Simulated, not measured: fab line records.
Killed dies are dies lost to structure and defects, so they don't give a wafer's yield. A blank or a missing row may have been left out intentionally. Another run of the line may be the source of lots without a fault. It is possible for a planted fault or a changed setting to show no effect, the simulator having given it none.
A struck lot beside a sound one + flow n5 finfet + 15 steps out of a route of 1938
Sound: the wafers L205.3, L205.4, L205.6. Struck: wafers L200.2, L200.5. (L200.3 of the same lot was not struck and is left out.) The cause comes at the end.
Each step with rows lists, per side, the tool, then ch with its chambers, then its first start. Under that, the readings that differ: sound wafers + struck wafers + difference of the means + sigmas: that difference in standard deviations of wafers without a fault.
alike: a reading whose means differ by less than 2 such deviations, as well as words and numbers matching on both sides. not compared: withheld readings; readings where some wafer has no value; bounds like >300 that might hide an equal value; numbers whose values overlap and for which the record gives no deviation.
A row with sigmas, a row that says differs or no value, or rows on one side alone: a step with any of these is where the two part. Non-overlapping numbers with no deviation appear without sigmas and do not part them. A reading that every wafer of one side lacks parts them only if that side has two wafers or more.

N5_GATE_CUT_INSPECT_15: inspects for defects (brightfield).
  sound: defect inspect-01 at day 8 18:08; struck: defect inspect-02 at day 7 08:34
  alike: raw defect count
N5_GATE_CUT_DESCUM_18: chemistry O2, time 7 s.
  sound on rie diel-01 ch 0,1,3, day 8 18:49; struck on rie diel-06 ch 1,3, day 7 08:36
  alike: drypump motor current A, oes product au, rf fwd power W, rf vpp V, showerhead plenum p Torr, throttle valve pct
  not compared: rf hours counter h
then, 5 steps without rows for these wafers: N5_GATE_CUT_ETCH_28 (etches underlayer in N2/H2, target depth 13 nm, time 10.4 s); N5_GATE_CUT_ETCH_36 (etches SiARC in CF4, target depth 13 nm, time 21.7 s); N5_GATE_CUT_ETCH_37 (etches SOC in N2/H2, target depth 60 nm, overetch 12 nm, time 90 s); N5_GATE_CUT_STRIP_38 (strips in N2/H2); N5_GATE_CUT_STRIP_39 (strips in N2/H2).
N5_GATE_CUT_HM_OPEN_40: chemistry C4F6/O2, target SiO2, target depth 139 nm, time 85.1 s.
  sound on rie diel-01 ch 0,1,3, day 8 18:59; struck on rie diel-06 ch 1,3, day 7 08:46
  alike: C4F6_flow_sccm, drypump motor current A, etch rf on time s, oes product au, rf fwd power W, rf vpp V, showerhead plenum p Torr, throttle valve pct
  not compared: rf hours counter h
N5_GATE_CUT_STRIP_41: strips in CF4.
  sound on rie diel-01 ch 0,1,3, day 8 19:03; struck on rie diel-06 ch 1,3, day 7 08:50
  alike: drypump motor current A, oes product au, rf fwd power W, rf vpp V, showerhead plenum p Torr, throttle valve pct
  not compared: rf hours counter h
N5_GATE_CUT_STRIP_42: strips in O2.
  sound on rie diel-01 ch 0,1,3, day 8 19:04; struck on rie diel-06 ch 1,3, day 7 08:51
  alike: drypump motor current A, oes product au, rf vpp V, showerhead plenum p Torr, throttle valve pct
  not compared: rf hours counter h
then, 2 steps without rows for these wafers: N5_GATE_CUT_ETCH_19 (etches SiNx in CH3F/O2, target depth 53.7 nm, time 76.7 s); N5_GATE_CUT_CUT_ETCH_53 (etches W in SF6/Cl2, target depth 79.2 nm).
N5_GATE_CUT_CUT_ETCH_54: etches TiN in Cl2/BCl3, target depth 96.7 nm.
  sound on rie metal-03 ch 0,1, day 8 19:19; struck on rie metal-02 ch 1, day 7 09:04
| reading                | sound             | struck      | difference | sigmas |
|------------------------|-------------------|-------------|------------|--------|
| etch rf on time s (s)  | 33.9 37.2 33.7    | 25.6 25.6   | -9.3       | -7     |
| throttle valve pct (%) | 22.37 22.78 22.36 | 21.79 21.78 | -0.72      | -3     |
  alike: drypump motor current A, oes product au, rf fwd power W
  not compared: rf hours counter h
N5_GATE_CUT_CUT_ETCH_55: etches HfO2 in BCl3, target depth 3.2 nm.
  sound on rie metal-03 ch 0,1, day 8 19:22; struck on rie metal-02 ch 1, day 7 09:07
| reading                     | sound          | struck    | difference | sigmas |
|-----------------------------|----------------|-----------|------------|--------|
| drypump motor current A (A) | 5.5 5.5 5.5    | 6.4 6.4   | +0.9       | +2     |
| throttle valve pct (%)      | 33.3 34.1 33.3 | 32.5 32.5 | -1.1       | -2     |
  alike: oes product au, rf fwd power W
  not compared: rf hours counter h
-- record jumps: 8 days separate the struck wafers' starts on either side; left off in module GATE_CUT, taken up again in module PASSIVATION, whose first shown step is the route's number 1936 --
N5_PASSIVATION_PROBE_49:
  sound: prober-02 at day 17 05:06; struck: prober-02 at day 15 16:52
  alike: killed_at_M0_to_M3, killed_at_M4_up, killed at contacts, killed at front end, killed at other, killed dies, killed on rim, killed open, killed short

WHERE THEY PART
Last at N5_GATE_CUT_CUT_ETCH_55 as far as this record goes, first at N5_GATE_CUT_CUT_ETCH_54. Later steps at which nothing parts them and some readings are alike: N5_PASSIVATION_PROBE_49.

WHY: what had been put in by the simulator
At N5_GATE_CUT_CUT_ETCH_54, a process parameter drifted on rie metal-02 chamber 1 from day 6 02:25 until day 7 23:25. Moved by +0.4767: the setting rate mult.
